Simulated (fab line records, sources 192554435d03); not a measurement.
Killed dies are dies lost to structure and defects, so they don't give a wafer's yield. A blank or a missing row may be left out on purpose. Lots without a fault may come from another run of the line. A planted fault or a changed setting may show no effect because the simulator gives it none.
Which tool did it? | flow n5_finfet | 24 lots, 72 wafers sampled, at 6 steps of a route of 1938

WHAT THE GAUGES READ, wafer by wafer
N5_BEOL_M4_CD_MEAS_18: pitch 36 nm, target cd 18 nm.
lot  | measured     | on        | cd_nm (nm)
L075 | day 7 16:35  | cd_sem-03 | 17.76 17.93 17.64
L074 | day 7 20:26  | cd_sem-02 | 17.78 17.87 18.18
L077 | day 8 10:25  | cd_sem-03 | 17.70 18.14 18.15
L076 | day 8 20:05  | cd_sem-02 | 18.22 18.02 18.20
L078 | day 8 21:21  | cd_sem-03 | 18.19 18.18 17.87
L079 | day 8 21:42  | cd_sem-01 | 19.07 18.56 18.20
L080 | day 9 06:39  | cd_sem-01 | 18.34 17.63 17.74
L082 | day 10 09:00 | cd_sem-02 | 18.59 18.29 18.41
L081 | day 10 09:27 | cd_sem-01 | 17.63 17.73 17.47
L083 | day 10 11:07 | cd_sem-03 | 17.63 18.01 17.80
L085 | day 10 23:04 | cd_sem-02 | 17.98 18.35 17.76
L084 | day 10 23:48 | cd_sem-03 | 17.88 18.25 18.04
L087 | day 11 09:51 | cd_sem-01 | 18.27 17.55 17.65
L088 | day 11 15:55 | cd_sem-02 | 17.79 17.85 18.45
L086 | day 11 18:41 | cd_sem-02 | 18.10 18.00 17.49
L092 | day 11 20:02 | cd_sem-03 | 17.59 17.93 17.98
L089 | day 12 01:42 | cd_sem-02 | 17.97 17.48 18.21
L090 | day 12 06:50 | cd_sem-02 | 18.00 17.81 18.29
L091 | day 12 08:38 | cd_sem-01 | 18.11 17.72 18.11
L094 | day 12 17:41 | cd_sem-02 | 18.63 17.69 17.56
L093 | day 12 23:55 | cd_sem-02 | 18.06 18.05 17.85
L096 | day 13 05:58 | cd_sem-03 | 17.99 18.32 18.46
L097 | day 13 16:40 | cd_sem-02 | 18.06 18.17 17.87
L095 | day 13 21:28 | cd_sem-03 | 17.96 17.48 17.95

WHICH TOOL RAN EACH LOT (tool, then ch and the chambers of the sampled wafers, then the start)
lot  | N5_BEOL_M3_ANNEAL_49         | N5_BEOL_M3_SPUTTER_79        | N5_BEOL_M3_ANNEAL_89         | N5_BEOL_M3_SPUTTER_90        | N5_BEOL_M4_ETCH_63
L075 | pvd_sputter-02, day 7 10:44  | pvd_sputter-02, day 7 10:53  | pvd_sputter-02, day 7 11:37  | pvd_sputter-02, day 7 11:46  | rie_diel-04 ch 2,3, day 7 16:12
L074 | pvd_sputter-01, day 7 15:28  | pvd_sputter-01, day 7 15:36  | pvd_sputter-01, day 7 16:20  | pvd_sputter-01, day 7 16:29  | rie_diel-05 ch 0,3, day 7 20:02
L077 | pvd_sputter-02, day 8 06:02  | pvd_sputter-02, day 8 06:10  | pvd_sputter-02, day 8 06:55  | pvd_sputter-02, day 8 07:03  | rie_diel-01 ch 0,2,3, day 8 10:02
L076 | pvd_sputter-02, day 8 14:25  | pvd_sputter-02, day 8 14:34  | pvd_sputter-02, day 8 15:22  | pvd_sputter-02, day 8 15:31  | rie_diel-01 ch 0,1, day 8 19:38
L078 | pvd_sputter-03, day 8 17:07  | pvd_sputter-03, day 8 17:16  | pvd_sputter-03, day 8 18:00  | pvd_sputter-03, day 8 18:08  | rie_diel-01 ch 2,3, day 8 20:58
L079 | pvd_sputter-02, day 8 17:19  | pvd_sputter-02, day 8 17:28  | pvd_sputter-02, day 8 18:12  | pvd_sputter-02, day 8 18:20  | rie_diel-01 ch 0,2,3, day 8 21:19
L080 | pvd_sputter-02, day 9 01:52  | pvd_sputter-02, day 9 02:01  | pvd_sputter-02, day 9 02:45  | pvd_sputter-02, day 9 02:53  | rie_diel-01 ch 1,2,3, day 9 06:16
L082 | pvd_sputter-03, day 10 02:25 | pvd_sputter-03, day 10 02:34 | pvd_sputter-03, day 10 03:18 | pvd_sputter-03, day 10 03:26 | rie_diel-05 ch 0,3, day 10 08:37
L081 | pvd_sputter-02, day 10 05:30 | pvd_sputter-02, day 10 05:38 | pvd_sputter-02, day 10 06:23 | pvd_sputter-02, day 10 06:31 | rie_diel-04 ch 0,1,3, day 10 09:04
L083 | pvd_sputter-03, day 10 07:11 | pvd_sputter-03, day 10 07:19 | pvd_sputter-03, day 10 08:04 | pvd_sputter-03, day 10 08:12 | rie_diel-05 ch 0,1,2, day 10 10:44
L085 | pvd_sputter-02, day 10 17:58 | pvd_sputter-02, day 10 18:07 | pvd_sputter-02, day 10 18:51 | pvd_sputter-02, day 10 18:59 | rie_diel-05 ch 0,1,2, day 10 22:37
L084 | pvd_sputter-03, day 10 18:16 | pvd_sputter-03, day 10 18:25 | pvd_sputter-03, day 10 19:09 | pvd_sputter-03, day 10 19:17 | rie_diel-04 ch 0,1, day 10 23:25
L087 | pvd_sputter-02, day 11 00:12 | pvd_sputter-02, day 11 00:20 | pvd_sputter-02, day 11 01:05 | pvd_sputter-02, day 11 01:13 | rie_diel-01 ch 1,3, day 11 09:28
L088 | pvd_sputter-03, day 11 11:31 | pvd_sputter-03, day 11 11:40 | pvd_sputter-03, day 11 12:24 | pvd_sputter-03, day 11 12:32 | rie_diel-01 ch 1,3, day 11 15:32
L086 | pvd_sputter-02, day 11 12:25 | pvd_sputter-02, day 11 12:34 | pvd_sputter-02, day 11 13:18 | pvd_sputter-02, day 11 13:26 | rie_diel-01 ch 0,3, day 11 18:15
L092 | pvd_sputter-02, day 11 15:37 | pvd_sputter-02, day 11 15:46 | pvd_sputter-02, day 11 16:30 | pvd_sputter-02, day 11 16:38 | rie_diel-01 ch 1,3, day 11 19:39
L089 | pvd_sputter-01, day 11 21:45 | pvd_sputter-01, day 11 21:53 | pvd_sputter-01, day 11 22:38 | pvd_sputter-01, day 11 22:46 | rie_diel-05 ch 0,1,2, day 12 01:19
L090 | pvd_sputter-03, day 12 00:22 | pvd_sputter-03, day 12 00:31 | pvd_sputter-03, day 12 01:15 | pvd_sputter-03, day 12 01:23 | rie_diel-05 ch 0,1,3, day 12 06:27
L091 | pvd_sputter-01, day 12 03:40 | pvd_sputter-01, day 12 03:48 | pvd_sputter-01, day 12 04:32 | pvd_sputter-01, day 12 04:41 | rie_diel-04 ch 1,2,3, day 12 08:10
L094 | pvd_sputter-01, day 12 11:02 | pvd_sputter-01, day 12 11:11 | pvd_sputter-01, day 12 11:55 | pvd_sputter-01, day 12 12:04 | rie_diel-04 ch 1,2,3, day 12 17:19
L093 | pvd_sputter-02, day 12 19:20 | pvd_sputter-02, day 12 19:28 | pvd_sputter-02, day 12 20:13 | pvd_sputter-02, day 12 20:21 | rie_diel-04 ch 1,2,3, day 12 23:31
L096 | pvd_sputter-02, day 12 23:55 | pvd_sputter-02, day 13 00:03 | pvd_sputter-02, day 13 00:47 | pvd_sputter-02, day 13 00:56 | rie_diel-05 ch 2,3, day 13 05:34
L097 | pvd_sputter-03, day 13 12:25 | pvd_sputter-03, day 13 12:33 | pvd_sputter-03, day 13 13:17 | pvd_sputter-03, day 13 13:26 | rie_diel-04 ch 0,3, day 13 16:17
L095 | pvd_sputter-03, day 13 15:57 | pvd_sputter-03, day 13 16:05 | pvd_sputter-03, day 13 16:50 | pvd_sputter-03, day 13 16:58 | rie_diel-04 ch 1,2,3, day 13 21:04
- N5_BEOL_M3_ANNEAL_49: time 240 s.
- N5_BEOL_M3_SPUTTER_79: material Cu, target thk 4.5 nm, time 8.29 s.
- N5_BEOL_M3_ANNEAL_89: time 240 s.
- N5_BEOL_M3_SPUTTER_90: material Cu, target thk 4.5 nm, time 8.29 s.
- N5_BEOL_M4_ETCH_63: etches SiARC in CF4, target depth 15.6 nm, time 26 s.

WHAT THE TOOLS THEMSELVES READ (means of the sampled wafers that have a number; where no wafer has one, the mark that the record gives instead)
N5_BEOL_M3_ANNEAL_49.
lot  | tool           | heater_power_w (W)
L075 | pvd_sputter-02 | 844
L074 | pvd_sputter-01 | 794
L077 | pvd_sputter-02 | 781
L076 | pvd_sputter-02 | 792
L078 | pvd_sputter-03 | 814
L079 | pvd_sputter-02 | 756
L080 | pvd_sputter-02 | 826
L082 | pvd_sputter-03 | 788
L081 | pvd_sputter-02 | 778
L083 | pvd_sputter-03 | 779
L085 | pvd_sputter-02 | 785
L084 | pvd_sputter-03 | 821
L087 | pvd_sputter-02 | 827
L088 | pvd_sputter-03 | 806
L086 | pvd_sputter-02 | 766
L092 | pvd_sputter-02 | 803
L089 | pvd_sputter-01 | 835
L090 | pvd_sputter-03 | 783
L091 | pvd_sputter-01 | 835
L094 | pvd_sputter-01 | 821
L093 | pvd_sputter-02 | 838
L096 | pvd_sputter-02 | 836
L097 | pvd_sputter-03 | 787
L095 | pvd_sputter-03 | 803

N5_BEOL_M3_SPUTTER_79.
lot  | tool           | substrate_temp_c (C) | throttle_valve_pct (%)
L075 | pvd_sputter-02 | -20.07               | 29.2
L074 | pvd_sputter-01 | -20.11               | 30.4
L077 | pvd_sputter-02 | -20.03               | 30.0
L076 | pvd_sputter-02 | -19.92               | 29.5
L078 | pvd_sputter-03 | -20.05               | 30.2
L079 | pvd_sputter-02 | -20.02               | 30.0
L080 | pvd_sputter-02 | -20.07               | 30.0
L082 | pvd_sputter-03 | -19.97               | 29.7
L081 | pvd_sputter-02 | -20.03               | 30.3
L083 | pvd_sputter-03 | -20.08               | 29.7
L085 | pvd_sputter-02 | -20.10               | 30.3
L084 | pvd_sputter-03 | -20.01               | 30.2
L087 | pvd_sputter-02 | -19.99               | 29.7
L088 | pvd_sputter-03 | -20.10               | 29.6
L086 | pvd_sputter-02 | -20.05               | 29.8
L092 | pvd_sputter-02 | -20.05               | 29.5
L089 | pvd_sputter-01 | -20.03               | 30.7
L090 | pvd_sputter-03 | -20.10               | 29.8
L091 | pvd_sputter-01 | -20.00               | 30.7
L094 | pvd_sputter-01 | -19.93               | 30.7
L093 | pvd_sputter-02 | -20.01               | 29.0
L096 | pvd_sputter-02 | -20.05               | 30.0
L097 | pvd_sputter-03 | -19.94               | 29.7
L095 | pvd_sputter-03 | -19.97               | 30.2

N5_BEOL_M3_ANNEAL_89.
lot  | tool           | heater_power_w (W)
L075 | pvd_sputter-02 | 837
L074 | pvd_sputter-01 | 807
L077 | pvd_sputter-02 | 777
L076 | pvd_sputter-02 | 804
L078 | pvd_sputter-03 | 807
L079 | pvd_sputter-02 | 756
L080 | pvd_sputter-02 | 830
L082 | pvd_sputter-03 | 792
L081 | pvd_sputter-02 | 783
L083 | pvd_sputter-03 | 779
L085 | pvd_sputter-02 | 778
L084 | pvd_sputter-03 | 837
L087 | pvd_sputter-02 | 832
L088 | pvd_sputter-03 | 794
L086 | pvd_sputter-02 | 783
L092 | pvd_sputter-02 | 800
L089 | pvd_sputter-01 | 837
L090 | pvd_sputter-03 | 783
L091 | pvd_sputter-01 | 833
L094 | pvd_sputter-01 | 827
L093 | pvd_sputter-02 | 839
L096 | pvd_sputter-02 | 824
L097 | pvd_sputter-03 | 812
L095 | pvd_sputter-03 | 811

N5_BEOL_M3_SPUTTER_90.
lot  | tool           | substrate_temp_c (C) | throttle_valve_pct (%)
L075 | pvd_sputter-02 | -20.08               | 29.2
L074 | pvd_sputter-01 | -20.03               | 30.6
L077 | pvd_sputter-02 | -19.91               | 29.8
L076 | pvd_sputter-02 | -20.05               | 29.5
L078 | pvd_sputter-03 | -20.01               | 30.2
L079 | pvd_sputter-02 | -19.92               | 30.2
L080 | pvd_sputter-02 | -20.12               | 29.9
L082 | pvd_sputter-03 | -19.99               | 29.6
L081 | pvd_sputter-02 | -20.02               | 30.4
L083 | pvd_sputter-03 | -20.03               | 29.8
L085 | pvd_sputter-02 | -20.06               | 30.4
L084 | pvd_sputter-03 | -20.03               | 30.0
L087 | pvd_sputter-02 | -20.00               | 29.7
L088 | pvd_sputter-03 | -19.93               | 29.6
L086 | pvd_sputter-02 | -19.99               | 29.7
L092 | pvd_sputter-02 | -20.13               | 29.7
L089 | pvd_sputter-01 | -19.98               | 30.7
L090 | pvd_sputter-03 | -19.95               | 29.7
L091 | pvd_sputter-01 | -19.94               | 30.7
L094 | pvd_sputter-01 | -19.96               | 30.5
L093 | pvd_sputter-02 | -19.94               | 28.8
L096 | pvd_sputter-02 | -20.00               | 30.1
L097 | pvd_sputter-03 | -20.06               | 29.6
L095 | pvd_sputter-03 | -19.85               | 30.2

N5_BEOL_M4_ETCH_63.
lot  | tool        | drypump_motor_current_A (A) | etch_rf_on_time_s (s) | mfc_ar_sccm (sccm) | oes_product_au (a.u.) | rf_vpp_V (V) | showerhead_plenum_p_Torr (Torr) | throttle_valve_pct (%)
L075 | rie_diel-04 | 6.4                         | 26.4                  | 99.85              | 0.68                  | 184.8        | 2.24                            | 15.55
L074 | rie_diel-05 | 5.1                         | 26.1                  | 100.05             | 0.62                  | 184.5        | 2.15                            | 16.00
L077 | rie_diel-01 | 5.5                         | 25.6                  | 100.21             | 0.63                  | 184.0        | 2.13                            | 15.79
L076 | rie_diel-01 | 5.6                         | 26.0                  | 99.97              | 0.66                  | 182.8        | 2.07                            | 15.71
L078 | rie_diel-01 | 5.4                         | 25.9                  | 99.85              | 0.60                  | 185.2        | 2.17                            | 15.78
L079 | rie_diel-01 | 5.6                         | 26.0                  | 100.15             | 0.62                  | 183.7        | 2.13                            | 15.81
L080 | rie_diel-01 | 5.7                         | 26.0                  | 100.08             | 0.61                  | 183.3        | 2.12                            | 15.77
L082 | rie_diel-05 | 5.4                         | 26.3                  | 100.14             | 0.60                  | 184.1        | 2.10                            | 16.02
L081 | rie_diel-04 | 6.1                         | 25.7                  | 99.90              | 0.68                  | 183.8        | 2.13                            | 15.49
L083 | rie_diel-05 | 5.3                         | 26.2                  | 99.93              | 0.64                  | 184.8        | 2.19                            | 15.84
L085 | rie_diel-05 | 5.3                         | 26.6                  | 99.87              | 0.63                  | 184.5        | 2.19                            | 15.85
L084 | rie_diel-04 | 5.7                         | 25.9                  | 100.05             | 0.65                  | 183.5        | 2.07                            | 15.54
L087 | rie_diel-01 | 5.4                         | 25.7                  | 100.11             | 0.74                  | 184.1        | 2.15                            | 15.36
L088 | rie_diel-01 | 5.3                         | 25.7                  | 100.11             | 0.72                  | 183.6        | 2.14                            | 15.38
L086 | rie_diel-01 | 5.4                         | 25.5                  | 99.82              | 0.70                  | 183.0        | 2.11                            | 15.62
L092 | rie_diel-01 | 5.6                         | 25.9                  | 99.90              | 0.66                  | 183.3        | 2.09                            | 15.53
L089 | rie_diel-05 | 5.3                         | 26.0                  | 99.97              | 0.63                  | 184.5        | 2.18                            | 15.88
L090 | rie_diel-05 | 5.2                         | 26.2                  | 99.96              | 0.62                  | 184.3        | 2.13                            | 15.92
L091 | rie_diel-04 | 6.1                         | 25.9                  | 100.26             | 0.72                  | 183.9        | 2.16                            | 15.49
L094 | rie_diel-04 | 6.1                         | 25.6                  | 100.24             | 0.72                  | 183.5        | 2.16                            | 15.50
L093 | rie_diel-04 | 6.1                         | 25.8                  | 99.89              | 0.72                  | 183.5        | 2.16                            | 15.51
L096 | rie_diel-05 | 5.8                         | 26.5                  | 99.97              | 0.59                  | 183.4        | 2.09                            | 16.03
L097 | rie_diel-04 | 6.4                         | 25.5                  | 99.86              | 0.68                  | 184.9        | 2.18                            | 15.51
L095 | rie_diel-04 | 6.1                         | 25.9                  | 100.03             | 0.71                  | 184.1        | 2.16                            | 15.52

THE ANSWER, worked out from the rows above alone
Rule: what is usual is taken from the lots themselves. Put in order of their means at a reading, lots are off if they are a third of the lots or fewer, leave a main group of 4 or more, and stand apart from it by a gap of 3 or more times the standard deviation of the main group's means; of several such gaps the widest counts. A main group whose means are all the same, to the digits that the tables above print for the reading, isn't used. A lot without any number at a reading at which 4 lots or more have one is off too. The other lots that the step has rows for count as sound. The gauges are gone through in route order, then the tools' own readings, and for those a lot's mean is taken as printed above. The first step at which some lot is off is used, and at that step the reading that is off furthest; a lot without a number counts as furthest.
No lot is off at any reading shown: from this, nothing can be told.

WHAT THE SIMULATOR HAD PUT IN
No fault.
